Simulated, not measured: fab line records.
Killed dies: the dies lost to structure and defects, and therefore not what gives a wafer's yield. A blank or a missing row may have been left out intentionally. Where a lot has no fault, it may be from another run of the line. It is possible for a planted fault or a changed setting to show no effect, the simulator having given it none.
Matching of chambers	flow n5_finfet	N5_FIN_SAQP_SPACER2_ETCHBACK_29 on rie_diel-02: 4 sister chambers
The step etches SiO2 in CHF3/O2, target depth 12.2 nm, time 6.1 s. 4 wafers are shown with their chamber, then 7 later ones without.

== WAFERS WITH THEIR CHAMBER ==
wafer	chamber	drypump_motor_current_A (A)
L078.2	2	4.7
L078.6	3	6.4
L083.4	0	5.5
L083.5	1	5.3

== WAFERS MISSING THEIR CHAMBER ==
wafer	drypump_motor_current_A (A)
L083.6	4.7
L087.2	4.8
L087.3	5.5
L087.6	6.5
L095.1	6.5
L095.3	4.7
L095.5	4.7

== EACH ONE'S CHAMBER ==
wafer	from the rows above	in truth
L083.6	2	2
L087.2	2	2
L087.3	0	0
L087.6	3	3
L095.1	3	3
L095.3	2	2
L095.5	2	2
Correct placement for 7 of the 7. From these rows, 0 cannot be placed. Placed wrongly: 0.
How it was worked out, from the rows above alone: a wafer's distance from a chamber is the root of the sum, over the readings, of the square of ((its reading less the chamber's mean) divided by the reading's scatter). If the next closest chamber is less than 2 further off than the closest, the wafer can't be placed; otherwise it belongs to the closest. For every chamber, the mean is computed from those of its wafers that are shown. The scatter (one wafer shown for each chamber): square how far every hidden wafer sits from the nearest shown wafer, average those squares and take the square root.
